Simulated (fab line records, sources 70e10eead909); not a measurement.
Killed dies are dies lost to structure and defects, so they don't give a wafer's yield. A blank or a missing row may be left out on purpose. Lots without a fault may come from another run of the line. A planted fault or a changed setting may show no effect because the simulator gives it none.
fab line records | flow nand_harc
record lots=5 wafers=15 last_day=23
route steps=1159 shown THIN_TSV@1120 END@1158
lots that met no fault: from a run of the same line without faults
start_h: hours from the record's first day to the start of the lot's first wafer shown | wait_h: hours since the lot's step before | " the same as in the row above | L1.1+2: a row that stands for several wafers | - no value, or no start given | * or withheld: withheld | < > ~ a bound
route shown NAME@n: a module of which the file shows steps, and the number in the route of the first | usual: mean/standard deviation of fault-free wafers | same: alike in all rows | chamber/n: place in a boat | sites: the reading at each site | _std_site: their standard deviation | _edge_site: outer sites' mean less inner sites' | radius_mm: how far each site lies from the wafer's centre | mask NAME#n: copy n | behind: the tool/chamber that last shaped the wafer | hold: why the lot was held/for how many hours/how that ended | device: the transistor (n, p or np) that didn't switch | end of line: the same wafers' tests at the end of the route | a step without rows: its recipe alone | killed: dies lost to structure and defects at the first sort, not the wafer's yield | map: a wafer's dies, x killed, . not, _ none there
set.NAME: the setting as run; set.NAME@STEP: as run at that earlier step | model.NAME: the simulator's own value behind a step, which no gauge read
lots at some steps of the route; a table a step, a row a wafer
services: from which hour (start_h, from the record's first day; less than 0 if before it) a tool's chamber was out of use, for how many hours, and why
## steps
# step NHARC_THIN_TSV_ETCH_15
# recipe target_depth_a=30000 bosch_target_overetch_cycles=2 bosch_etch_step_s=2.8 bosch_dep_step_s=1.2 bosch_cycles=14
# usual drypump_motor_current_A=5.5/0.37
# columns lot.wafer tool chamber start_h wait_h drypump_motor_current_A rf_hours_counter_h
L074.1 rie_si-06 0 433.93 - 5.7 0.7
L074.3 " 1 " " 5.7 0.7
L074.6 " 0 " " 5.7 -
L076.3 rie_si-06 2 448.00 - 5.7 0.9
L076.1 " 1 " " 5.8 0.8
L076.6 " 2 " " 5.8 -
L080.1 rie_si-06 1 462.03 - 5.8 0.9
L080.2 " 2 " " 5.7 1.1
L080.6 " 2 " " 5.7 -
L086.1 rie_si-06 0 493.31 - 5.7 1.1
L086.3 " 3 " " 4.9 1.4
L086.5 " 0 " " 5.7 -
L093.3 rie_si-06 3 547.20 - 4.9 0.0
L093.4 " 3 " " 4.9 -
L093.5 " 1 " " 5.8 -
# step NHARC_THIN_TSV_CD_MEAS_16
# usual cd_nm=1000.8/1.3
# columns lot.wafer tool chamber start_h wait_h cd_nm
L074.1 cd_sem-03 - 434.06 0.1 1000.7
L074.3 " - " " 1001.3
L074.6 " - " " 1000.2
L076.1 cd_sem-01 - 448.14 0.1 999.0
L076.3 " - " " 1001.3
L076.6 " - " " 1003.8
L080.1 cd_sem-03 - 462.17 0.1 1000.6
L080.2 " - " " 1000.4
L080.6 " - " " 1002.4
L086.1 cd_sem-02 - 493.45 0.1 998.8
L086.3 " - " " 997.9
L086.5 " - " " 999.0
L093.3 cd_sem-03 - 547.37 0.2 1000.9
L093.4 " - " " 1000.6
L093.5 " - " " 999.1
# step NHARC_THIN_TSV_STRIP_45
# recipe power_w=1500 temp_c=250 chemistry=O2
# usual drypump_motor_current_A=5.6/0.43 heater_power_w=296/18
# columns lot.wafer tool chamber start_h wait_h drypump_motor_current_A heater_power_w rf_hours_counter_h
L074.1 plasma_asher-02 0 434.18 0.1 5.1 282 21
L074.3 " 0 " " 5.1 289 -
L074.6 " 1 " " 6.0 284 -
L076.1 plasma_asher-02 1 448.73 0.6 6.0 287 27
L076.3 " 1 " " 6.0 280 -
L076.6 " 0 " " 5.1 289 -
L080.2 plasma_asher-02 1 462.66 0.5 6.0 285 35
L080.1 " 0 " " 5.1 294 35
L080.6 " 1 " " 6.0 279 -
L086.1 plasma_asher-02 1 493.53 0.1 6.0 281 46
L086.3 " 0 " " 5.1 294 -
L086.5 " 0 " " 5.1 289 -
L093.3 plasma_asher-02 0 547.53 0.2 5.1 271 -
L093.4 " 1 " " 6.0 282 -
L093.5 " 0 " " 5.1 275 -
# step NHARC_THIN_TSV_STRIP_46
# recipe time_s=1200 temp_c=72.5 chemistry=post_etch_residue_remover
# columns lot.wafer tool chamber start_h wait_h
L074.1+3+6 wet_bench-10 6,7,1 434.50 0.3
L076.6+1+3 wet_bench-08 7,0,1 449.04 0.1
L080.6+1+2 wet_bench-10 1,3,6 463.00 0.1
L086.5+3+1 wet_bench-08 5,6,0 493.90 0.1
L093.5+3+4 wet_bench-10 5,7,0 547.79 0.1
# step NHARC_THIN_TSV_DEP_47
# recipe target_thk_a=2000 temp_c=withheld pressure_torr=6.5 rf_w=900 teos_flow_sccm=161.4 flow_sccm=2650 target_thk_nm=200 gas=O2 material=SiO2
# usual throttle_valve_pct=16.1/0.48
# columns lot.wafer tool chamber start_h wait_h throttle_valve_pct
L074.3 pecvd-02 0 434.94 - 16.2
L074.1 " 1 " " 15.5
L074.6 " 0 " " 16.3
L076.1 pecvd-01 2 449.49 - 15.1
L076.3 " 1 " " 16.4
L076.6 " 0 " " 15.7
L080.2 pecvd-02 2 463.55 - 16.2
L080.1 " 0 " " 16.6
L080.6 " 1 " " 15.5
L086.1 pecvd-01 2 494.37 - 15.5
L086.3 " 0 " " 15.8
L086.5 " 0 " " 15.9
L093.3 pecvd-02 2 548.37 - 15.9
L093.4 " 1 " " 15.8
L093.5 " 2 " " 16.1
# step NHARC_THIN_TSV_ETCHBACK_48
# recipe target_depth_a=10285 over_etch_frac=0.3 time_s=405.17 ion_energy_ev=250 c4f8_flow_sccm=withheld ar_flow_sccm=withheld rf_w=600 bias_w=300 chemistry=C4F8/Ar
# usual bias_w=300.1/0.9 oes_product_au=0.95/0.034 rf_vpp_V=546.0/2.5
# columns lot.wafer tool chamber start_h wait_h bias_w oes_product_au rf_hours_counter_h rf_vpp_V
L074.3 rie_diel-13 0 435.34 - 300.9 0.92 10 542.3
L074.1 " 3 " " 298.1 0.92 11 544.3
L074.6 " 0 " " 300.4 0.91 - 543.8
L076.1 rie_diel-09 1 449.93 - 300.0 0.98 1 549.3
L076.3 " 3 " " 300.9 0.96 1 544.7
L076.6 " 0 " " 300.1 0.96 - 549.3
L080.2 rie_diel-07 0 463.91 - 300.6 0.93 7 542.9
L080.1 " 2 " " 300.1 0.91 7 550.2
L080.6 " 1 " " 301.6 0.92 - 544.2
L086.1 rie_diel-07 3 494.73 - 300.7 0.93 11 548.0
L086.3 " 1 " " 300.2 0.92 10 542.9
L086.5 " 0 " " 299.8 0.92 - 542.9
L093.3 rie_diel-09 0 548.78 0.3 299.2 0.93 8 548.0
L093.4 " 2 " " 301.5 0.92 7 545.2
L093.5 " 1 " " 299.1 0.93 - 548.6
# step NHARC_THIN_TSV_STRIP_62
# recipe power_w=1500 temp_c=250 time_s=20 chemistry=N2/H2
# usual drypump_motor_current_A=5.6/0.42 heater_power_w=302/19
# columns lot.wafer tool chamber start_h wait_h drypump_motor_current_A heater_power_w rf_hours_counter_h
L074.1 plasma_asher-01 1 435.72 - 5.3 317 51
L074.3 " 0 " " 6.1 336 -
L074.6 " 0 " " 6.1 338 -
L076.1 plasma_asher-01 1 450.28 - 5.3 315 57
L076.3 " 1 " " 5.3 319 -
L076.6 " 1 " " 5.3 314 -
L080.2 plasma_asher-01 0 464.27 - 6.0 325 1
L080.1 " 1 " " 5.3 310 1
L080.6 " 1 " " 5.3 311 -
L086.1 plasma_asher-02 1 495.11 - 6.0 291 46
L086.3 " 1 " " 6.0 286 -
L086.5 " 1 " " 6.0 283 -
L093.4 plasma_asher-02 0 549.38 - 5.1 273 -
L093.3 " 1 " " 6.0 291 -
L093.5 " 1 " " 6.0 289 -
# step NHARC_THIN_TSV_DEGAS_49
# recipe temp_c=300 time_s=120
# usual heater_power_w=478/31
# columns lot.wafer tool chamber start_h wait_h heater_power_w
L074.1 pvd_sputter-01 - 435.91 0.2 491
L074.3 " - " " 474
L074.6 " - " " 477
L076.3 pvd_sputter-03 - 450.46 0.1 506
L076.1 " - " " 462
L076.6 " - " " 509
L080.2 pvd_sputter-01 - 464.44 0.1 466
L080.1 " - " " 411
L080.6 " - " " 417
L086.1 pvd_sputter-03 - 495.25 0.1 487
L086.3 " - " " 444
L086.5 " - " " 490
L093.4 pvd_sputter-02 - 549.52 0.1 482
L093.3 " - " " 473
L093.5 " - " " 473
# step NHARC_THIN_TSV_PRE_CLEAN_50
# recipe time_s=30 temp_c=280 gas=H2/He
# usual heater_power_w=421/28
# columns lot.wafer tool chamber start_h wait_h heater_power_w
L074.1 pvd_sputter-01 - - - 368
L074.3 " - " " 429
L074.6 " - " " 408
L076.1 pvd_sputter-03 - - - 407
L076.3 " - " " 421
L076.6 " - " " 444
L080.2 pvd_sputter-01 - - - 436
L080.1 " - " " 426
L080.6 " - " " 439
L086.3 pvd_sputter-03 - - - 378
L086.1 " - " " 441
L086.5 " - " " 447
L093.3 pvd_sputter-02 - - - 422
L093.4 " - " " 445
L093.5 " - " " 475
# step NHARC_THIN_TSV_PVD_19
# recipe target_thk_a=200 chamber_pressure_pa=5 material=TaN
# usual throttle_valve_pct=30.0/0.72
# columns lot.wafer tool chamber start_h wait_h throttle_valve_pct
L074.3 pvd_sputter-01 - - - 29.0
L074.1 " - " " 29.7
L074.6 " - " " 29.8
L076.3 pvd_sputter-03 - - - 30.2
L076.1 " - " " 32.0
L076.6 " - " " 29.6
L080.2 pvd_sputter-01 - - - 28.9
L080.1 " - " " 29.6
L080.6 " - " " 29.5
L086.3 pvd_sputter-03 - - - 31.2
L086.1 " - " " 30.5
L086.5 " - " " 31.2
L093.3 pvd_sputter-02 - - - 28.5
L093.4 " - " " 31.0
L093.5 " - " " 28.6
# step NHARC_THIN_TSV_PVD_51
# recipe target_thk_a=1000 chamber_pressure_pa=5 material=Cu
# usual throttle_valve_pct=30.0/0.75
# columns lot.wafer tool chamber start_h wait_h throttle_valve_pct
L074.3 pvd_sputter-01 - - - 30.2
L074.1 " - " " 29.5
L074.6 " - " " 29.8
L076.1 pvd_sputter-03 - - - 32.3
L076.3 " - " " 30.3
L076.6 " - " " 31.8
L080.1 pvd_sputter-01 - - - 28.7
L080.2 " - " " 29.9
L080.6 " - " " 29.6
L086.1 pvd_sputter-03 - - - 30.5
L086.3 " - " " 29.9
L086.5 " - " " 30.0
L093.3 pvd_sputter-02 - - - 28.4
L093.4 " - " " 30.7
L093.5 " - " " 28.7
# step NHARC_THIN_TSV_ECD_20
# recipe target_thk_a=20000 material=Cu
# columns lot.wafer tool chamber start_h wait_h
L074.1+3+6 ecd_cu-01 1 436.35 -
L076.1+3+6 ecd_cu-02 0,1,1 451.02 -
L080.2+1+6 ecd_cu-02 1,0,0 464.89 -
L086.1+3+5 ecd_cu-02 0,1,1 495.71 -
L093.4+3+5 ecd_cu-02 1,0,0 550.17 -
# step NHARC_THIN_TSV_ANNEAL_52
# recipe temp_c=225 time_s=90
# usual wafer_temp_C_max=226.4/0.36
# columns lot.wafer tool chamber start_h wait_h wafer_temp_C_max
L074.1 rtp_anneal-01 0 437.07 0.6 227.2
L074.3 " 0 " " 226.5
L074.6 " 0 " " 226.3
L076.1 rtp_anneal-01 0 451.65 0.5 226.9
L076.3 " 0 " " 227.0
L076.6 " 0 " " 226.6
L080.1 rtp_anneal-02 0 465.62 0.5 226.2
L080.2 " 0 " " 226.4
L080.6 " 0 " " 226.1
L086.1 rtp_anneal-02 0 496.44 0.6 226.5
L086.3 " 0 " " 225.8
L086.5 " 0 " " 226.5
L093.3 rtp_anneal-01 0 550.84 0.5 225.8
L093.4 " 0 " " 227.3
L093.5 " 0 " " 226.3
# step NHARC_THIN_TSV_CMP_21
# recipe t_overpolish_s=30 target_thk_nm=2000
# usual motor_current_A=11.8/0.91 overpolish_run_s=30.000/0.0093
# columns lot.wafer tool chamber start_h wait_h motor_current_A overpolish_run_s
L074.1 cmp-03 0 437.45 - 13.5 29.992
L074.3 " 1 " " 11.5 29.992
L074.6 " 3 " " 11.4 30.009
L076.3 cmp-01 2 451.99 - 12.3 30.015
L076.1 " 3 " " 11.5 30.001
L076.6 " 2 " " 11.8 29.979
L080.1 cmp-03 2 465.96 - 10.9 30.012
L080.2 " 0 " " 13.8 30.003
L080.6 " 2 " " 10.8 29.997
L086.1 cmp-02 0 496.79 - 12.9 29.985
L086.3 " 3 " " 12.3 30.001
L086.5 " 0 " " 12.8 29.989
L093.4 cmp-03 0 551.13 - 14.2 29.990
L093.3 " 1 " " 11.9 29.990
L093.5 " 0 " " 13.9 29.997
# step NHARC_THIN_TSV_SRD_23
# columns lot.wafer tool chamber start_h wait_h
L074.6+1+3 wet_bench-10 0,2,3 437.79 0.0
L076.1+3+6 wet_bench-08 6,7,2 452.35 0.0
L080.2+6+1 wet_bench-08 7,1,3 466.33 0.0
L086.5+1+3 wet_bench-08 6,7,0 497.16 0.1
L093.5+3+4 wet_bench-08 7,1,2 551.47 0.0
# step NHARC_THIN_TSV_DEGAS_53
# recipe temp_c=300 time_s=60
# usual heater_power_w=485/34
# columns lot.wafer tool chamber start_h wait_h heater_power_w
L074.1 pvd_sputter-03 - 437.88 0.1 463
L074.3 " - " " 499
L074.6 " - " " 466
L076.3 pvd_sputter-02 - 452.46 0.1 533
L076.1 " - " " 482
L076.6 " - " " 468
L080.2 pvd_sputter-02 - 466.44 0.1 507
L080.1 " - " " 544
L080.6 " - " " 466
L086.3 pvd_sputter-02 - 497.24 0.1 471
L086.1 " - " " 478
L086.5 " - " " 480
L093.4 pvd_sputter-01 - 551.56 0.1 412
L093.3 " - " " 469
L093.5 " - " " 404
# step NHARC_THIN_TSV_PRE_CLEAN_54
# recipe time_s=30 temp_c=280 gas=H2/He
# usual heater_power_w=425/31
# columns lot.wafer tool chamber start_h wait_h heater_power_w
L074.1 pvd_sputter-03 - 437.96 0.1 442
L074.3 " - " " 419
L074.6 " - " " 395
L076.1 pvd_sputter-02 - 452.51 0.0 421
L076.3 " - " " 402
L076.6 " - " " 417
L080.2 pvd_sputter-02 - 466.56 0.1 482
L080.1 " - " " 437
L080.6 " - " " 485
L086.3 pvd_sputter-02 - 497.32 0.1 437
L086.1 " - " " 405
L086.5 " - " " 445
L093.3 pvd_sputter-01 - 551.63 0.0 372
L093.4 " - " " 432
L093.5 " - " " 420
# step NHARC_THIN_TSV_PVD_55
# recipe target_thk_a=500 material=TiN
# columns lot.wafer tool chamber start_h wait_h
L074.1+3+6 pvd_sputter-03 - 438.05 0.1
L076.3+1+6 pvd_sputter-02 - 452.63 0.1
L080.1+2+6 pvd_sputter-02 - 466.64 0.0
L086.3+1+5 pvd_sputter-02 - 497.39 0.1
L093.3+4+5 pvd_sputter-01 - 551.71 0.1
# step NHARC_THIN_TSV_PVD_24
# recipe target_thk_a=8000 power_w=withheld chamber_pressure_pa=withheld substrate_temp_c=withheld time_s=withheld gas=Ar material=Al
# columns lot.wafer tool chamber start_h wait_h
L074.1+3+6 pvd_sputter-03 - 438.18 0.1
L076.1+3+6 pvd_sputter-02 - 452.73 0.1
L080.1+2+6 pvd_sputter-02 - 466.79 0.1
L086.1+3+5 pvd_sputter-02 - 497.54 0.1
L093.4+3+5 pvd_sputter-01 - 551.92 0.1
# step NHARC_THIN_TSV_DEHYDRATE_25
# recipe temp_c=150 time_s=120
# columns lot.wafer tool chamber start_h wait_h
L074.1+3+6 litho_track-07 0 438.61 -
L076.1+3+6 litho_track-03 0 453.16 -
L080.1+2+6 litho_track-03 0 467.20 -
L086.1+3+5 litho_track-03 0 497.96 -
L093.3+4+5 litho_track-05 0 552.28 -
# step NHARC_THIN_TSV_HMDS_26
# recipe time_s=30
# columns lot.wafer tool chamber start_h wait_h
L074.1+3+6 litho_track-07 0 - -
L076.1+3+6 litho_track-03 0 - -
L080.1+2+6 litho_track-03 0 - -
L086.1+3+5 litho_track-03 0 - -
L093.3+4+5 litho_track-05 0 - -
# step NHARC_THIN_TSV_COAT_27
# recipe spin_rpm=*
# usual spin_speed_rpm=*
# columns lot.wafer tool chamber start_h wait_h spin_speed_rpm
L074.1 litho_track-07 0 - - *
L074.3 " 0 " " *
L074.6 " 0 " " *
L076.1 litho_track-03 0 - - *
L076.3 " 0 " " *
L076.6 " 0 " " *
L080.1 litho_track-03 0 - - *
L080.2 " 0 " " *
L080.6 " 0 " " *
L086.1 litho_track-03 0 - - *
L086.3 " 0 " " *
L086.5 " 0 " " *
L093.3 litho_track-05 0 - - *
L093.4 " 0 " " *
L093.5 " 0 " " *
# step NHARC_THIN_TSV_SOFTBAKE_28
# recipe temp_c=122 time_s=95
# columns lot.wafer tool chamber start_h wait_h
L074.1+3+6 litho_track-07 0 - -
L076.1+3+6 litho_track-03 0 - -
L080.1+2+6 litho_track-03 0 - -
L086.1+3+5 litho_track-03 0 - -
L093.3+4+5 litho_track-05 0 - -
# step NHARC_THIN_TSV_EBR_29
# columns lot.wafer tool chamber start_h wait_h
L074.1+3+6 litho_track-07 0 - -
L076.1+3+6 litho_track-03 0 - -
L080.1+2+6 litho_track-03 0 - -
L086.1+3+5 litho_track-03 0 - -
L093.3+4+5 litho_track-05 0 - -
# step NHARC_THIN_TSV_EXPOSE_30
# recipe na=0.55 dose_mj=11.47 mask_id=PAD
# columns lot.wafer tool chamber start_h wait_h mask
L074.1+3+6 krf_scanner-03 0 438.88 - PAD#0
L076.1+3+6 krf_scanner-03 0 453.43 - PAD#0
L080.1+2+6 krf_scanner-03 0 467.35 - PAD#0
L086.1+3+5 krf_scanner-03 0 498.23 - PAD#0
L093.3+4+5 krf_scanner-03 0 552.56 - PAD#0
# step NHARC_THIN_TSV_PEB_31
# recipe peb_temp_c=118 peb_time_s=85
# columns lot.wafer tool chamber start_h wait_h
L074.1+3+6 litho_track-03 0 438.95 0.1
L076.1+3+6 litho_track-03 0 453.50 0.1
L080.1+2+6 litho_track-07 0 467.41 0.1
L086.1+3+5 litho_track-07 0 498.29 0.1
L093.3+4+5 litho_track-03 0 552.62 0.1
# step NHARC_THIN_TSV_DEVELOP_32
# recipe time_s=70
# columns lot.wafer tool chamber start_h wait_h
L074.1+3+6 litho_track-03 0 - -
L076.1+3+6 litho_track-03 0 - -
L080.1+2+6 litho_track-07 0 - -
L086.1+3+5 litho_track-07 0 - -
L093.3+4+5 litho_track-03 0 - -
# step NHARC_THIN_TSV_CD_MEAS_33
# recipe target_cd_nm=5000 landing_energy_ev=500
# usual cd_nm=4999.2/1.4
# columns lot.wafer tool chamber start_h wait_h cd_nm
L074.1 cd_sem-02 0 439.04 - 4999.2
L074.3 " 0 " " 4997.8
L074.6 " 0 " " 4998.1
L076.1 cd_sem-03 0 453.59 - 4998.3
L076.3 " 0 " " 4997.5
L076.6 " 0 " " 4997.8
L080.1 cd_sem-01 0 467.50 - 4997.4
L080.2 " 0 " " 4998.6
L080.6 " 0 " " 4999.0
L086.1 cd_sem-02 0 498.39 - 5000.9
L086.3 " 0 " " 4999.3
L086.5 " 0 " " 4999.4
L093.3 cd_sem-03 0 552.72 - 4997.0
L093.4 " 0 " " 4995.5
L093.5 " 0 " " 4995.7
# step NHARC_THIN_TSV_HARDBAKE_34
# recipe temp_c=125 time_s=80
# columns lot.wafer tool chamber start_h wait_h
L074.1+3+6 litho_track-05 0 439.12 -
L076.1+3+6 litho_track-05 0 453.67 -
L080.1+2+6 litho_track-05 0 467.58 -
L086.1+3+5 litho_track-07 0 498.46 -
L093.3+4+5 litho_track-07 0 552.80 -
# step NHARC_THIN_TSV_DESCUM_35
# recipe time_s=3 o2_flow_sccm=200 ar_flow_sccm=0 bias_power_w=0 chemistry=O2
# usual drypump_motor_current_A=5.7/0.31 oes_product_au=0.999/0.0077 rf_vpp_V=57.8/0.81 showerhead_plenum_p_Torr=1.89/0.058 throttle_valve_pct=11.310/0.0094
# columns lot.wafer tool chamber start_h wait_h drypump_motor_current_A oes_product_au rf_hours_counter_h rf_vpp_V showerhead_plenum_p_Torr throttle_valve_pct
L074.3 rie_diel-13 1 439.21 - 6.2 0.998 11 57.2 1.86 11.304
L074.1 " 3 " " 5.6 1.011 12 58.3 1.87 11.315
L074.6 " 0 " " 6.3 0.999 - 56.2 1.81 11.307
L076.3 rie_diel-09 3 453.76 - 5.7 0.981 1 57.7 1.85 11.301
L076.1 " 1 " " 5.3 1.003 1 57.3 1.95 11.298
L076.6 " 3 " " 5.7 0.982 - 57.4 1.85 11.305
L080.1 rie_diel-07 3 467.68 - 5.3 1.003 8 57.5 1.91 11.306
L080.2 " 0 " " 6.0 1.010 7 57.2 1.82 11.303
L080.6 " 2 " " 5.5 1.009 - 55.9 1.97 11.314
L086.3 rie_diel-09 2 498.55 - 6.0 1.000 4 58.4 1.87 11.314
L086.1 " 1 " " 5.3 1.000 4 57.9 1.95 11.323
L086.5 " 2 " " 6.0 0.997 - 59.7 1.87 11.307
L093.3 rie_diel-07 0 552.89 - 6.0 1.000 16 58.2 1.82 11.320
L093.4 " 1 " " 5.3 1.012 17 57.2 1.83 11.309
L093.5 " 2 " " 5.5 1.006 - 58.8 1.97 11.326
# step NHARC_THIN_TSV_ETCH_59
# recipe target_depth_a=8800 icp_w=900 bias_w=100 Cl2_flow_sccm=60 bcl3_flow_sccm=30 time_s=138.1 chemistry=Cl2/BCl3
# usual bias_w=100.00/0.27 drypump_motor_current_A=5.9/0.63 oes_product_au=1.000/0.0075 throttle_valve_pct=22.265/0.0096
# columns lot.wafer tool chamber start_h wait_h bias_w drypump_motor_current_A oes_product_au rf_hours_counter_h throttle_valve_pct
L074.1 rie_metal-03 1 439.32 0.1 100.13 5.0 1.008 4.4 22.259
L074.3 " 0 " " 100.20 5.0 0.998 - 22.271
L074.6 " 1 " " 100.12 5.0 1.005 - 22.266
L076.1 rie_metal-02 1 453.91 0.1 100.41 6.5 0.986 1.1 22.269
L076.3 " 1 " " 99.81 6.5 1.002 - 22.271
L076.6 " 1 " " 100.07 6.5 1.000 - 22.263
L080.1 rie_metal-01 0 467.79 0.1 100.03 6.1 0.999 4.2 22.262
L080.2 " 1 " " 99.86 6.6 0.999 3.9 22.263
L080.6 " 1 " " 99.81 6.6 1.004 - 22.259
L086.1 rie_metal-01 1 498.67 0.1 100.04 6.6 0.990 4.8 22.258
L086.3 " 1 " " 100.08 6.6 1.000 - 22.263
L086.5 " 1 " " 100.12 6.6 0.996 - 22.276
L093.4 rie_metal-01 1 553.07 0.1 100.14 6.6 0.999 - 22.263
L093.3 " 0 " " 99.91 6.1 1.004 - 22.277
L093.5 " 1 " " 100.03 6.6 1.001 - 22.253
# step NHARC_THIN_TSV_ETCH_36
# recipe target_depth_a=650 over_etch_frac=0.3 time_s=18.571 ion_energy_ev=150 chemistry=Cl2/BCl3
# usual drypump_motor_current_A=5.9/0.63 oes_product_au=0.999/0.0077
# columns lot.wafer tool chamber start_h wait_h drypump_motor_current_A oes_product_au rf_hours_counter_h
L074.1 rie_metal-03 0 439.59 0.2 5.0 0.991 4.6
L074.3 " 0 " " 5.0 0.994 -
L074.6 " 0 " " 5.0 0.986 -
L076.1 rie_metal-02 1 454.14 0.2 6.5 1.003 1.2
L076.3 " 0 " " 6.0 1.008 -
L076.6 " 1 " " 6.5 0.999 -
L080.2 rie_metal-01 1 468.05 0.2 6.6 0.991 4.0
L080.1 " 0 " " 6.1 1.006 4.3
L080.6 " 0 " " 6.1 1.012 -
L086.1 rie_metal-01 1 499.14 0.4 6.6 0.989 5.1
L086.3 " 1 " " 6.6 0.995 -
L086.5 " 1 " " 6.6 0.999 -
L093.4 rie_metal-01 1 553.27 0.2 6.6 0.995 -
L093.3 " 0 " " 6.1 0.983 -
L093.5 " 0 " " 6.1 0.999 -
# step NHARC_THIN_TSV_STRIP_56
# recipe power_w=1500 temp_c=250 chemistry=O2
# usual drypump_motor_current_A=5.6/0.41 heater_power_w=304/19
# columns lot.wafer tool chamber start_h wait_h drypump_motor_current_A heater_power_w rf_hours_counter_h
L074.1 plasma_asher-01 0 439.68 0.1 6.0 334 54
L074.3 " 0 " " 6.0 334 -
L074.6 " 0 " " 6.1 331 -
L076.1 plasma_asher-02 1 454.23 0.1 6.0 291 29
L076.3 " 1 " " 6.0 288 -
L076.6 " 1 " " 6.0 278 -
L080.1 plasma_asher-01 0 468.17 0.1 6.0 333 3
L080.2 " 1 " " 5.3 306 3
L080.6 " 1 " " 5.3 305 -
L086.1 plasma_asher-01 1 499.32 0.2 5.3 301 14
L086.3 " 0 " " 6.0 324 -
L086.5 " 0 " " 6.0 328 -
L093.3 plasma_asher-02 0 553.45 0.2 5.1 272 -
L093.4 " 1 " " 6.0 284 -
L093.5 " 0 " " 5.1 267 -
# step NHARC_THIN_TSV_STRIP_57
# recipe time_s=1200 temp_c=72.5 chemistry=post_etch_residue_remover
# columns lot.wafer tool chamber start_h wait_h
L074.1+3+6 wet_bench-08 2,4,5 440.04 0.3
L076.1+6+3 wet_bench-10 0,1,5 454.58 0.3
L080.2+1+6 wet_bench-10 4,7,0 468.51 0.3
L086.5+1+3 wet_bench-10 4,5,1 499.62 0.1
L093.4+5+3 wet_bench-08 0,2,3 553.72 0.2
# step NHARC_THIN_TSV_CD_MEAS_37
# usual cd_nm=4999.9/2.1
# columns lot.wafer tool chamber start_h wait_h cd_nm
L074.1 cd_sem-02 - 440.48 - 5001.0
L074.3 " - " " 5000.2
L074.6 " - " " 4998.3
L076.1 cd_sem-01 - 455.02 - 4998.0
L076.3 " - " " 4999.4
L076.6 " - " " 5002.1
L080.1 cd_sem-01 - 468.96 - 4998.0
L080.2 " - " " 4999.6
L080.6 " - " " 5001.1
L086.1 cd_sem-03 - 500.07 - 5000.7
L086.3 " - " " 4997.4
L086.5 " - " " 4997.5
L093.3 cd_sem-02 - 554.16 - 4997.2
L093.4 " - " " 4995.9
L093.5 " - " " 4994.0
# step NHARC_THIN_TSV_ANNEAL_58
# recipe temp_c=400 time_s=1800
# usual zone_power_upper_pct=4.20/0.067
# columns lot.wafer tool chamber start_h wait_h zone_power_upper_pct
L074.1 furnace-08 0 441.28 0.8 4.21
L074.3 " 0 " " 4.14
L074.6 " 0 " " 4.15
L076.1 furnace-03 0 458.07 3.0 4.25
L076.3 " 0 " " 4.13
L076.6 " 0 " " 4.16
L080.1 furnace-01 0 471.95 3.0 4.27
L080.2 " 0 " " 4.34
L080.6 " 0 " " 4.25
L086.1 furnace-03 0 502.15 2.1 4.13
L086.3 " 0 " " 4.24
L086.5 " 0 " " 4.17
L093.3 furnace-08 0 555.61 1.4 4.19
L093.4 " 0 " " 4.18
L093.5 " 0 " " 4.07
# step NHARC_THIN_TSV_INSPECT_40
# usual raw_defect_count=480/87
# columns lot.wafer tool chamber start_h wait_h raw_defect_count
L074.1 defect_inspect-01 - 442.72 0.4 421
L074.3 " - " " 463
L074.6 " - " " 422
L076.1 defect_inspect-01 - 459.51 0.4 483
L076.3 " - " " 408
L076.6 " - " " 387
L080.1 defect_inspect-02 - 473.39 0.4 428
L080.2 " - " " 511
L080.6 " - " " 506
L086.1 defect_inspect-01 - 503.61 0.4 699
L086.3 " - " " 566
L086.5 " - " " 655
L093.3 defect_inspect-02 - 557.06 0.4 426
L093.4 " - " " 411
L093.5 " - " " 463
# step NHARC_END_WLT_00
# usual VT_DECK1_BOTTOM=0.871/0.0063 VT_DECK1_BOTTOM_INNER=0.871/0.0059 VT_DECK1_MEDIAN_NEAR_BOTTOM=0.872/0.0059 VT_DECK1_MEDIAN_NEAR_BOTTOM_INNER=0.871/0.0066 VT_DECK1_MIDDLE=0.884/0.0061 VT_DECK1_MIDDLE_INNER=0.884/0.0059 VT_DECK1_TOP=0.896/0.0066 VT_DECK1_TOP_INNER=0.896/0.0064
# columns lot.wafer tool chamber start_h wait_h VT_DECK1_BOTTOM VT_DECK1_BOTTOM_INNER VT_DECK1_MEDIAN_NEAR_BOTTOM VT_DECK1_MEDIAN_NEAR_BOTTOM_INNER VT_DECK1_MIDDLE VT_DECK1_MIDDLE_INNER VT_DECK1_TOP VT_DECK1_TOP_INNER
L074.1 prober-01 - 450.53 7.8 0.863 0.872 0.877 0.867 0.885 0.885 0.886 0.894
L074.3 " - 451.54 8.8 0.877 0.875 0.873 0.870 0.879 0.878 0.900 0.899
L074.6 " - 453.06 10.3 0.875 0.873 0.864 0.874 0.888 0.881 0.897 0.890
L076.1 prober-02 - 459.58 0.1 0.870 0.862 0.863 0.869 0.883 0.883 0.887 0.891
L076.3 " - " " 0.865 0.873 0.867 0.869 0.884 0.882 0.882 0.893
L076.6 " - 462.06 2.5 0.873 0.867 0.868 0.870 0.885 0.875 0.890 0.890
L080.1 prober-02 - 475.29 1.9 0.865 0.865 0.866 0.857 0.886 0.878 0.891 0.881
L080.2 " - " " 0.862 0.867 0.865 0.856 0.875 0.875 0.891 0.888
L080.6 " - 477.79 4.4 0.866 0.860 0.869 0.859 0.875 0.870 0.890 0.885
L086.1 prober-02 - 509.40 5.8 0.881 0.880 0.884 0.880 0.892 0.891 0.902 0.900
L086.3 " - 510.40 6.8 0.869 0.877 0.870 0.873 0.890 0.889 0.897 0.900
L086.5 " - " " 0.887 0.874 0.881 0.867 0.896 0.884 0.903 0.902
L093.3 prober-02 - 558.12 1.1 0.874 0.868 0.870 0.867 0.884 0.883 0.891 0.894
L093.4 " - " " 0.872 0.876 0.873 0.876 0.881 0.888 0.890 0.887
L093.5 " - " " 0.872 0.870 0.873 0.868 0.882 0.874 0.899 0.890
## services
# columns tool chamber start_h hours kind
litho_track-05 - 412.00 7.0 pm
ecd_cu-02 - 416.20 1.9 repair
wet_bench-10 - 423.20 8.0 pm
rie_diel-09 - 431.12 9.0 pm
ecd_cu-02 - 432.72 2.0 repair
pvd_sputter-03 - 442.30 5.5 repair
rie_si-06 0 448.70 8.4 repair
plasma_asher-01 - 453.57 9.0 pm
pvd_sputter-03 - 458.00 10.0 pm
krf_scanner-03 - 461.35 0.7 repair
rie_diel-09 2 469.59 7.5 repair
plasma_asher-01 - 470.49 1.7 repair
rie_metal-01 0 492.33 26.5 repair
rie_metal-01 - 509.19 9.0 pm
krf_scanner-03 - 512.00 4.0 pm
pvd_sputter-01 - 514.00 10.0 pm
krf_scanner-03 - 521.70 2.2 repair
rie_si-06 3 522.13 7.0 repair
rie_si-06 2 531.88 3.5 repair
rie_si-06 - 537.00 9.0 pm
plasma_asher-02 - 537.32 9.0 pm
litho_track-07 - 539.00 7.0 pm
rie_si-06 0 546.32 1.1 repair
rie_metal-01 - 547.30 0.3 repair
## key
fault none
